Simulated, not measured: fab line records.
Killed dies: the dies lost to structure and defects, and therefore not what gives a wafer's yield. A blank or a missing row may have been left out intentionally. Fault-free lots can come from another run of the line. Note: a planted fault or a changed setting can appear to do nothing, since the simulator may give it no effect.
Struck lot and sound lot, side by side    flow n5_finfet    15 out of 1938 route steps
Sound: these wafers, L339.1, L339.2, L339.6. Wafers L348.3, L348.4 were the ones struck. At the end, the cause is stated.
Per side, at each step with rows, come the tool, then ch with its chambers, and then its first start. Under that, the readings that differ: sound wafers    struck wafers    difference of the means    sigmas: that difference in standard deviations of wafers without a fault.
alike: a reading whose means differ by less than 2 such deviations, as well as words and numbers matching on both sides. not compared: withheld readings; readings where some wafer has no value; bounds like >300 that might hide an equal value; numbers whose values overlap and for which the record gives no deviation.
The two part at a step that has a row with sigmas, a row that says differs or no value, or rows on one side only. Numbers that have no deviation but don't overlap get no sigmas and don't part them. Lack of a reading on every wafer of one side parts them only where that side has two or more wafers.

first, 8 steps without rows for these wafers: N5_MIM_TOP_LITHO_HMDS_01 (time 60 s); N5_MIM_TOP_LITHO_COAT_02; N5_MIM_TOP_LITHO_EBR_04; N5_MIM_TOP_LITHO_SOFTBAKE_03 (time 90 s); N5_MIM_TOP_LITHO_EXPOSE_05 (exposes mask MIM TOP, target cd 2000 nm); N5_MIM_TOP_LITHO_PEB_06; N5_MIM_TOP_LITHO_DEVELOP_07 (develop time 60 s); N5_MIM_TOP_LITHO_HARDBAKE_09 (time 120 s).
N5_MIM_TOP_LITHO_CD_MEAS_08 targets a cd of 2000 nm.
  sound on cd_sem-01 ch 0, day 13 06:07; struck on cd_sem-02 ch 0, day 15 09:24
  alike: cd_nm
N5_MIM_TOP_LITHO_OVL_MEAS_11:
  sound on overlay-01 ch 0, day 13 06:09; struck on overlay-02 ch 0, day 15 09:26
  alike: MIM_TOP_OVL
N5_MIM_TOP_LITHO_INSPECT_12: inspects for defects (macro).
  sound: defect_inspect-01 at day 13 06:10; struck: defect_inspect-01 at day 15 09:27
  alike: raw_defect_count
N5_MIM_TOP_LITHO_DESCUM_10: chemistry O2, time 7.9 s.
  sound on rie_diel-06 ch 0,1,3, day 13 06:36; struck on rie_diel-02 ch 0,3, day 15 09:35
  alike: drypump_motor_current_A, oes_product_au, rf_vpp_V, showerhead_plenum_p_Torr, throttle_valve_pct
  not compared: rf_hours_counter_h
N5_MIM_TOP_ETCH_ETCH_00: etches TiN in Cl2/BCl3, target depth 38.5 nm.
  sound on rie_metal-01 ch 0,1, day 13 06:41; struck on rie_metal-01 ch 0,1, day 15 09:42
reading                                   sound              struck       difference  sigmas
model.etch.depth_nm (nm)                  38.58 38.49 38.82  50.05 49.67  +11.23      
model.MIM_TOP_ETCH.feature_depth_nm (nm)  38.6 38.4 38.8     50 49.6      +11         
model.MIM_TOP_ETCH.cd_offset_nm (nm)      -0.2 0.2 -0.2      -0.6 -0.6    -0.5        
  alike: bcl3_flow_sccm, drypump_motor_current_A, he_backside_leak_sccm, oes_ar_750_au, oes_product_au, throttle_valve_pct
  not compared: rf_hours_counter_h
N5_MIM_TOP_ETCH_STRIP_01: strips in O2.
  sound on rie_diel-03 ch 0,1,3, day 13 07:00; struck on rie_diel-03 ch 1, day 15 09:49
  alike: drypump_motor_current_A, oes_product_au, rf_vpp_V, showerhead_plenum_p_Torr, throttle_valve_pct
  not compared: rf_hours_counter_h
N5_PASSIVATION_PROBE_49:
  record: rows for the struck wafers here (prober-02, day 15 19:26), none for the sound ones

WHERE THEY PART
Only at N5_PASSIVATION_PROBE_49, within this record.

WHY: what the simulator had put in
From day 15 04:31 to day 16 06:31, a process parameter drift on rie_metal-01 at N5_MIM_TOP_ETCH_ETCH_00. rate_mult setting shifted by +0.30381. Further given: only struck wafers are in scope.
